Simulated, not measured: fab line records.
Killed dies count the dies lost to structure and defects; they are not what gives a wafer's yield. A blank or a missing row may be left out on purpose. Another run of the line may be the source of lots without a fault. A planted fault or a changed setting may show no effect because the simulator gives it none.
fab line records | flow nand_harc
[record] lots = 13 wafers = 39 last_day = 34
route steps=1302 shown A_CHANNEL_FILL_D1@493 A_BONDPAD@1204 END@1302
lots that met no fault: taken from a fault-free run of the same line
start_h: hours from the record's opening day to when the first of the lot's shown wafers began | wait_h: hours from the lot's prior step to this one | " identical to the entry in the row above | L1.1+2: several wafers, shown together as one row | - either no value or no given start | * or withheld: withheld | < > ~ a bound
route shown NAME@n: NAME is a module with steps in the file, n the number in the route of the first one | usual: average and standard deviation across the fault-free wafers | same: alike in all rows | chamber/n: place in a boat | sites: per-site readings | _std_site: the values' standard deviation | _edge_site: outer sites' mean less inner sites' | radius_mm: for every site, how far away it sits from the centre of the wafer | mask NAME#n: copy n | behind: the most recent tool/chamber to have shaped the wafer | hold: why the lot was held/for how many hours/how that ended | device: which transistor (n, p or np) failed to switch | end of line: tests run on the same wafers once the route is complete | for a step that has no rows: nothing shown but its recipe | killed: not the wafer's yield, but the dies lost to structure and defects at the first sort | map: a wafer's dies, x killed, . not, _ none there
set.NAME: the setting the step ran with; set.NAME@STEP: the setting that earlier step ran with | model.NAME: the simulator's own value behind a step, which no gauge read
a sample of lots followed through the steps of the route, with each step as a table and each wafer as a row
services: a tool's chamber out of use, with start hour (start_h, from the record's first day; less than 0 if before it), hours out, and reason
[[steps]]
[step NHARC_A_CHANNEL_FILL_D1_ALD_03]
[recipe] target_thk_a = 60 pulse_time_s = 60 ald_cycles = 58 temp_c = 630 pressure_torr = 2 material = SiNx
[usual] precursor_pulse_height_rel = 1.001/0.021
[same] ald_cycles = 58
// columns lot.wafer tool chamber start_h wait_h precursor_pulse_height_rel
L315.4 ald_sin_batch-03 0 195.23 - 1.006
L315.5 " 0 " " 1.015
L315.6 " 0 " " 0.998
L320.1 ald_sin_batch-02 0 239.24 - 1.028
L320.2 " 0 " " 0.998
L320.4 " 0 " " 1.000
L325.2 ald_sin_batch-02 0 294.38 - 0.995
L325.5 " 0 " " 1.035
L325.6 " 0 " " 0.995
L328.2 ald_sin_batch-03 0 322.98 - 1.002
L328.5 " 0 " " 0.970
L328.6 " 0 " " 1.004
L329.2 ald_sin_batch-01 0 337.47 - 0.984
L329.4 " 0 " " 0.966
L329.5 " 0 " " 1.021
L330.2 ald_sin_batch-01 0 341.55 - 0.984
L330.4 " 0 " " 0.950
L330.5 " 0 " " 0.978
L332.3 ald_sin_batch-03 0 365.64 - 0.999
L332.4 " 0 " " 0.998
L332.6 " 0 " " 0.946
L333.2 ald_sin_batch-03 0 365.64 - 1.022
L333.4 " 0 " " 0.993
L333.6 " 0 " " 0.992
L334.2 ald_sin_batch-02 0 377.58 - 1.001
L334.5 " 0 " " 1.014
L334.6 " 0 " " 1.014
L335.2 ald_sin_batch-02 0 396.98 - 0.987
L335.4 " 0 " " 1.004
L335.6 " 0 " " 0.999
L336.2 ald_sin_batch-02 0 407.91 - 0.980
L336.4 " 0 " " 0.982
L336.6 " 0 " " 1.012
L337.1 ald_sin_batch-02 0 420.60 - 1.019
L337.2 " 0 " " 0.994
L337.3 " 0 " " 1.040
L338.2 ald_sin_batch-02 0 420.60 - 1.001
L338.4 " 0 " " 0.991
L338.6 " 0 " " 1.012
[step NHARC_A_BONDPAD_THK_MEAS_30]
[recipe] thk_meas_gauge = ellipsometry
[usual] thk_nm = 199.9/1.5
// columns lot.wafer tool chamber start_h wait_h thk_nm
L315.4 film_metro-01 - 532.48 0.2 201.1
L315.5 " - " " 195.9
L315.6 " - " " 196.8
L320.1 film_metro-01 - 568.21 0.2 199.0
L320.2 " - " " 198.4
L320.4 " - " " 199.6
L325.2 film_metro-02 - 632.98 0.2 199.1
L325.5 " - " " 200.0
L325.6 " - " " 201.0
L328.2 film_metro-01 - 660.05 0.2 200.4
L328.5 " - " " 200.0
L328.6 " - " " 198.6
L330.2 film_metro-01 - 669.77 0.2 201.4
L330.4 " - " " 200.4
L330.5 " - " " 200.0
L329.2 film_metro-01 - 673.38 0.2 199.6
L329.4 " - " " 199.8
L329.5 " - " " 199.2
L332.3 film_metro-02 - 709.37 0.2 198.7
L332.4 " - " " 201.0
L332.6 " - " " 195.8
L334.2 film_metro-01 - 710.67 0.2 199.9
L334.5 " - " " 200.0
L334.6 " - " " 200.8
L333.2 film_metro-01 - 712.96 0.2 200.5
L333.4 " - " " 201.5
L333.6 " - " " 198.4
L335.2 film_metro-01 - 731.56 0.2 199.2
L335.4 " - " " 198.9
L335.6 " - " " 201.1
L336.2 film_metro-02 - 745.46 0.2 201.1
L336.4 " - " " 202.1
L336.6 " - " " 198.8
L338.2 film_metro-01 - 764.03 0.2 198.6
L338.4 " - " " 199.0
L338.6 " - " " 199.8
L337.1 film_metro-02 - 784.41 0.2 199.3
L337.2 " - " " 201.0
L337.3 " - " " 197.7
[step NHARC_A_BONDPAD_DEGAS_25]
[recipe] temp_c = 300 time_s = 60
[usual] heater_power_w = 451/27
// columns lot.wafer tool chamber start_h wait_h heater_power_w
L315.4 pvd_sputter-02 - 534.07 - 516
L315.5 " - " " 512
L315.6 " - " " 432
L320.4 pvd_sputter-01 - 569.79 - 449
L320.1 " - " " 409
L320.2 " - " " 453
L325.2 pvd_sputter-01 - 634.72 - 439
L325.5 " - " " 452
L325.6 " - " " 426
L328.2 pvd_sputter-01 - 661.69 - 427
L328.6 " - " " 463
L328.5 " - " " 448
L330.2 pvd_sputter-02 - 671.51 - 410
L330.4 " - " " 514
L330.5 " - " " 452
L329.4 pvd_sputter-02 - 675.10 - 442
L329.2 " - " " 505
L329.5 " - " " 415
L332.4 pvd_sputter-02 - 711.11 - 458
L332.3 " - " " 512
L332.6 " - " " 441
L334.2 pvd_sputter-02 - 712.29 - 506
L334.5 " - " " 514
L334.6 " - " " 407
L333.2 pvd_sputter-02 - 714.71 - 458
L333.4 " - " " 454
L333.6 " - " " 454
L335.4 pvd_sputter-03 - 733.28 - 417
L335.2 " - " " 478
L335.6 " - " " 414
L336.4 pvd_sputter-01 - 747.20 - 468
L336.2 " - " " 441
L336.6 " - " " 455
L338.2 pvd_sputter-02 - 765.74 - 523
L338.4 " - " " 461
L338.6 " - " " 435
L337.1 pvd_sputter-01 - 786.16 - 439
L337.2 " - " " 462
L337.3 " - " " 440
[step NHARC_END_SORT_01]
[recipe] temp_c = 25
[usual] killed_at_array = 52/19 killed_at_other = 0.8/1 killed_at_periphery = 3.7/2.5 killed_dies = 56/19 killed_open = 3.5/2 killed_short = 2.2/1.4
[same] gross_dies = 677
// columns lot.wafer tool chamber start_h wait_h killed_at_array killed_at_other killed_at_periphery killed_dies killed_open killed_short
L325.2 prober-01 0 665.45 2.8 105 0 2 107 3 1
L325.5 prober-01 0 667.84 3.7 102 0 3 105 5 1
L325.6 prober-01 0 668.63 4.0 119 0 8 127 7 4
// killed by level:class
L325.2 A_CHANNEL_FILL_D1:unspecified=45 A_CHANNEL_HOLE_D1:chamber_film_flake=32 A_CHANNEL_HOLE_D2:chamber_film_flake=16 A_CONTACT:chamber_film_flake=3 A_DECK1_JOINT:geometric_particle:open=2 A_STAIRCASE:chamber_film_flake=2 A_SLIT:chamber_film_flake=2 A_SOURCE_PLATE:geometric_particle:short=1
L325.5 A_CHANNEL_FILL_D1:unspecified=43 A_CHANNEL_HOLE_D1:chamber_film_flake=30 A_CHANNEL_HOLE_D2:chamber_film_flake=14 A_CHANNEL_FILL_D2:chamber_film_flake=3 A_STAIRCASE:chamber_film_flake=3 A_CHANNEL_FILL_D2:geometric_particle:open=2 A_CONTACT:chamber_film_flake=2 P_GATE:geometric_particle:open=1
L325.6 A_CHANNEL_FILL_D1:unspecified=49 A_CHANNEL_HOLE_D1:chamber_film_flake=32 A_CHANNEL_HOLE_D2:chamber_film_flake=20 P_M2:chamber_film_flake=5 A_CHANNEL_HOLE_D1:geometric_particle:open=2 A_DECK1_JOINT:geometric_particle:short=2 A_ONON_D1:geometric_particle:short=1 A_CHANNEL_FILL_D1:geometric_particle:open=1
[[services]]
// columns tool chamber start_h hours kind
pvd_sputter-03 - 176.46 10.0 pm
pvd_sputter-01 - 178.68 1.8 repair
pvd_sputter-01 - 226.00 10.0 pm
pvd_sputter-03 - 264.44 3.5 repair
ald_sin_batch-02 - 266.00 26.0 pm
pvd_sputter-02 - 282.96 10.0 pm
pvd_sputter-03 - 304.58 1.9 repair
pvd_sputter-03 - 354.46 10.0 pm
ald_sin_batch-01 - 398.76 37.1 repair
pvd_sputter-01 - 404.00 10.0 pm
pvd_sputter-02 - 460.96 10.0 pm
pvd_sputter-01 - 472.15 1.6 repair
ald_sin_batch-01 - 506.00 26.0 pm
pvd_sputter-03 - 528.42 14.0 repair
pvd_sputter-01 - 532.59 4.6 repair
pvd_sputter-01 - 582.00 10.0 pm
pvd_sputter-02 - 622.18 5.3 repair
pvd_sputter-02 - 638.96 10.0 pm
pvd_sputter-02 - 716.03 7.7 repair
pvd_sputter-02 - 728.91 9.7 repair
pvd_sputter-02 - 745.78 5.2 repair
pvd_sputter-01 - 760.00 10.0 pm
ald_sin_batch-02 - 764.49 10.0 repair
ald_sin_batch-03 - 772.00 26.0 pm
[[key]]
[first_sign] step = NHARC_END_SORT_01 reading = killed_at_array direction = up sigmas = 3.1 usual = 52 struck = 109
[effect] step = NHARC_END_SORT_01 reading = killed_dies direction = up sigmas = 3 usual = 56 struck = 113
[more_kills_born_at] NHARC_A_CHANNEL_FILL_D1_ALD_03@ald_sin_batch-02 = 137
met_at NHARC_A_CHANNEL_FILL_D1_ALD_03
struck_lots L325
tester_left_out L325
not_acting_at NHARC_A_BONDPAD_THK_MEAS_30,NHARC_A_BONDPAD_DEGAS_25
onset_between 239.24 294.38
[fault] kind = chamber_particle_source tool = ald_sin_batch-02 chamber = - onset_h = 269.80 steps = NHARC_A_CHANNEL_FILL_D1_ALD_03 rate_per_visit_cm2 = 0.68657 end_h = 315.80
// tester_left_out: of these lots the tester's yield and bins aren't shown, on N5 and GAA mostly nor the transistor test; their killed dies are dies lost to structure and defects alone, not to doping, threshold or leakage, so they don't give the yield
